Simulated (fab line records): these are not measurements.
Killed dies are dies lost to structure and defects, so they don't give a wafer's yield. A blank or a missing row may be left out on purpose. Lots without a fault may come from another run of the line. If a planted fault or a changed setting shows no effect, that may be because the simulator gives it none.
Matching of chambers | flow n5_finfet | rie_diel-04 running N5_BEOL_M11_VIA_ETCH_34: 4 sister chambers
The step etches SiCOH lowk in C4F6/O2, target depth 184.5 nm, time 69.2 s. 4 wafers are shown with their chamber, then 9 later ones without.

== WAFERS WITH THEIR CHAMBER ==
wafer  | chamber | drypump_motor_current_A (A)
L084.4 | 3       | 5.3
L089.4 | 0       | 5.6
L091.4 | 1       | 6.5
L091.6 | 2       | 6.1

== WAFERS WITHOUT THEIR CHAMBER ==
wafer  | drypump_motor_current_A (A)
L094.4 | 6.5
L094.5 | 6.1
L094.6 | 5.6
L097.1 | 6.1
L097.4 | 6.1
L097.5 | 5.3
L096.1 | 5.5
L096.2 | 6.1
L096.3 | 5.3

== CHAMBER TAKEN BY EACH ==
wafer  | from the rows above | in truth
L094.4 | 1                   | 1
L094.5 | 2                   | 2
L094.6 | 0                   | 0
L097.1 | 2                   | 2
L097.4 | 2                   | 2
L097.5 | 3                   | 3
L096.1 | 0                   | 0
L096.2 | 2                   | 2
L096.3 | 3                   | 3
9 of 9 placed correctly. Left unplaced by these rows: 0. Wrongly placed: 0.
How it was worked out, from the rows above alone: a wafer's distance from a chamber is the root of the sum, over the readings, of the square of ((its reading less the chamber's mean) divided by the reading's scatter). If the next closest chamber is less than 2 further off than the closest, the wafer can't be placed; otherwise it belongs to the closest. A chamber's mean is the mean of its shown wafers. The scatter (one wafer shown for each chamber): square how far every hidden wafer sits from the nearest shown wafer, average those squares and take the square root.
